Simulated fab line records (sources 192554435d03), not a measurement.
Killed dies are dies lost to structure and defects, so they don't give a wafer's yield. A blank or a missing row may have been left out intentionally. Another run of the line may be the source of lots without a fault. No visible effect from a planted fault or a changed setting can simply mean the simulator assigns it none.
Matching of chambers	flow n5_finfet	cvd_co-01 running N5_BEOL_M5_CO_CAP_78: 3 sister chambers
The step material Co, precursor CCTBA/H2, target thk 2 nm, time 102.1 s. 6 wafers are shown with their chamber, then 12 later ones without.

WAFERS WITH THEIR CHAMBER
wafer	chamber	heater_power_w (W)
L089.1	1	236
L088.1	1	234
L088.4	2	211
L091.1	0	246
L091.4	0	249
L091.5	2	210

WAFERS WHOSE CHAMBER IS MISSING
wafer	heater_power_w (W)
L093.2	249
L093.3	240
L093.4	231
L092.4	211
L092.5	251
L092.6	236
L096.1	239
L096.5	250
L096.6	216
L097.1	248
L097.3	213
L097.5	215

EACH ONE'S CHAMBER
wafer	from the rows above	in truth
L093.2	0	0
L093.3	can't be placed: 1 or 0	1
L093.4	1	1
L092.4	2	2
L092.5	0	0
L092.6	1	1
L096.1	1	1
L096.5	0	0
L096.6	2	2
L097.1	0	0
L097.3	2	2
L097.5	2	2
Placed correctly: 11 of 12. From these rows, 1 cannot be placed; in 1 the true chamber is one of the candidates. Number placed wrongly: 0.
How it was worked out, from the rows above alone: a wafer's distance from a chamber is the root of the sum, over the readings, of the square of ((its reading less the chamber's mean) divided by the reading's scatter). If the next closest chamber is less than 2 further off than the closest, the wafer can't be placed; otherwise it belongs to the closest. For every chamber, the mean is computed from those of its wafers that are shown. How the scatter is found: for the shown wafers, subtract from each reading the mean of its chamber, square and add these, divide the total by (wafers less chambers), then take the root.
